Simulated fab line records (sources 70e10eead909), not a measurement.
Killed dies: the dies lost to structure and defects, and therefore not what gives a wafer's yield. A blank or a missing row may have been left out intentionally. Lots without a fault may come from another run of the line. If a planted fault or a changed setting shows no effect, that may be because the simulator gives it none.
Matching of chambers | flow nand_harc | 4 sister chambers for NHARC_A_STAIRCASE_CMP_450 on cmp-03
The step polishes SiO2, target thk 200 nm. 4 wafers are shown with their chamber, then 8 later ones without.

== WAFERS WITH THEIR CHAMBER ==
wafer  | chamber | motor_current_A (A)
L083.4 | 1       | 12.7
L088.5 | 3       | 11.0
L088.6 | 2       | 12.6
L091.2 | 0       | 12.8

== WAFERS WITH NO CHAMBER GIVEN ==
wafer  | motor_current_A (A)
L091.3 | 11.3
L091.6 | 12.7
L092.1 | 12.5
L092.3 | 12.1
L092.4 | 10.8
L096.1 | 12.6
L096.2 | 12.8
L096.4 | 11.1

== THE CHAMBER EACH PASSED THROUGH ==
wafer  | from the rows above          | in truth
L091.3 | 3                            | 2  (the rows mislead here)
L091.6 | can't be placed: 1 or 2 or 0 | 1
L092.1 | can't be placed: 2 or 1 or 0 | 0
L092.3 | can't be placed: 2 or 1 or 0 | 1
L092.4 | 3                            | 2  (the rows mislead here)
L096.1 | can't be placed: 2 or 1 or 0 | 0
L096.2 | can't be placed: 0 or 1 or 2 | 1
L096.4 | 3                            | 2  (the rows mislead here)
0 of 8 placed correctly. Not placeable from these rows: 5 (in 5, the candidates include the true chamber). Placed wrongly: 3.
How it was worked out, from the rows above alone: a wafer's distance from a chamber is the root of the sum, over the readings, of the square of ((its reading less the chamber's mean) divided by the reading's scatter). If the next closest chamber is less than 2 further off than the closest, the wafer can't be placed; otherwise it belongs to the closest. For every chamber, the mean is computed from those of its wafers that are shown. The scatter: with one shown wafer a chamber, the root of the mean of the squares of how far each hidden wafer lies from its nearest shown one.
